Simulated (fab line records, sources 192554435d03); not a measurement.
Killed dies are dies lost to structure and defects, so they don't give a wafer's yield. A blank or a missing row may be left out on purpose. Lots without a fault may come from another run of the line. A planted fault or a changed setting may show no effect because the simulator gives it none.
A struck lot beside a sound one | flow n5_finfet | 19 steps out of a route of 1938
Sound: wafers L847.2, L847.4, L847.6. Struck: wafers L854.1, L854.3, L854.4. The cause comes at the end.
At each step with rows: each side's tool, then ch and its chambers, then its first start. Under that, the readings that differ: sound wafers | struck wafers | difference of the means | sigmas: that difference in standard deviations of wafers without a fault.
alike: readings whose means differ by less than 2 such deviations, and words and numbers that are the same on both sides. not compared: withheld readings, readings that some wafer has no value for, bounds like >300 that may hide the same value, and numbers for which the record gives no deviation and whose values overlap.
The two part at a step that has a row with sigmas, a row that says differs or no value, or rows on one side only. Numbers that don't overlap but have no deviation are shown without sigmas and don't part them. A reading that every wafer of one side lacks parts them only if that side has two wafers or more.

N5_BEOL_M14_ETCH_59: etches BARC in N2/H2, target depth 89 nm, overetch 26.7 nm, time 67.9 s.
  sound on rie_diel-01 ch 0,1,2, day 11 21:44; struck on rie_diel-01 ch 0,2,3, day 13 11:01
  alike: drypump_motor_current_A, oes_product_au, rf_vpp_V, showerhead_plenum_p_Torr, throttle_valve_pct
  not compared: rf_hours_counter_h
N5_BEOL_M14_VIA_ETCH_16: etches SiO2 in C4F8/O2/Ar, target depth 1231.3 nm.
  sound on rie_diel-01 ch 0,1,2, day 11 21:47; struck on rie_diel-01 ch 0,2,3, day 13 11:04
  alike: drypump_motor_current_A, oes_f_703_au, oes_product_au, rf_vpp_V, showerhead_plenum_p_Torr, throttle_valve_pct
N5_BEOL_M14_STRIP_63: strips in O2.
  sound on rie_diel-01 ch 0,1,2; struck on rie_diel-01 ch 0,2,3
  alike: drypump_motor_current_A, oes_product_au, rf_vpp_V, showerhead_plenum_p_Torr, temp_c, throttle_valve_pct
  not compared: rf_hours_counter_h
N5_BEOL_M14_STRIP_64: strips in O2.
  sound on rie_diel-01 ch 0,1,2; struck on rie_diel-01 ch 0,2,3
  alike: drypump_motor_current_A, oes_product_au, rf_vpp_V, showerhead_plenum_p_Torr, temp_c, throttle_valve_pct
  not compared: rf_hours_counter_h
then, 2 steps without rows for these wafers: N5_BEOL_M14_STRIP_71 (strips in post etch residue remover, time 60 s); N5_BEOL_M14_SRD_72 (time 30 s, dry time 30 s).
N5_BEOL_M14_CD_MEAS_17: target cd 250 nm.
  sound on cd_sem-01, day 11 22:08; struck on cd_sem-01, day 13 11:25
  alike: cd_nm
then, 5 steps without rows for these wafers: N5_BEOL_M14_COAT_65 (time 60 s, resist thk 450 nm); N5_BEOL_M14_COAT_66 (time 60 s, resist thk 110 nm); N5_BEOL_M14_COAT_22 (resist thk 300 nm); N5_BEOL_M14_EBR_24; N5_BEOL_M14_SOFTBAKE_23 (time 60 s).
N5_BEOL_M14_EXPOSE_25: exposes mask M14, target cd 280 nm.
  sound on krf_scanner-02 ch 0, day 11 22:26; struck on krf_scanner-02 ch 0, day 13 11:35
  reading                          | sound       | struck         | difference | sigmas
  model.BEOL_M14.overlay_x_nm (nm) | 2.8 2.8 2.8 | 29.6 29.6 29.6 | +26.8      |
  alike: mask
then, 3 steps without rows for these wafers: N5_BEOL_M14_PEB_26 (peb time 90 s); N5_BEOL_M14_DEVELOP_27 (develop time 45 s); N5_BEOL_M14_HARDBAKE_32 (time 120 s).
N5_BEOL_M14_CD_MEAS_28: target cd 284.4 nm.
  sound on cd_sem-02 ch 0, day 11 22:35; struck on cd_sem-01 ch 0, day 13 11:45
  alike: cd_nm
N5_BEOL_M14_OVL_MEAS_29:
  sound on overlay-02 ch 0, day 11 22:37; struck on overlay-02 ch 0, day 13 11:47
  reading      | sound | struck   | difference | sigmas
  M14_OVL (nm) | 2 2 2 | 35 33 33 | +32        | +6
N5_BEOL_M14_INSPECT_30: inspects for defects (macro).
  sound on defect_inspect-01, day 11 22:39; struck on defect_inspect-02, day 13 11:48
  alike: raw_defect_count

WHERE THEY PART
Only at N5_BEOL_M14_OVL_MEAS_29, within this record. Later steps at which nothing parts them and some readings are alike: N5_BEOL_M14_INSPECT_30.

WHY: what the simulator had put in
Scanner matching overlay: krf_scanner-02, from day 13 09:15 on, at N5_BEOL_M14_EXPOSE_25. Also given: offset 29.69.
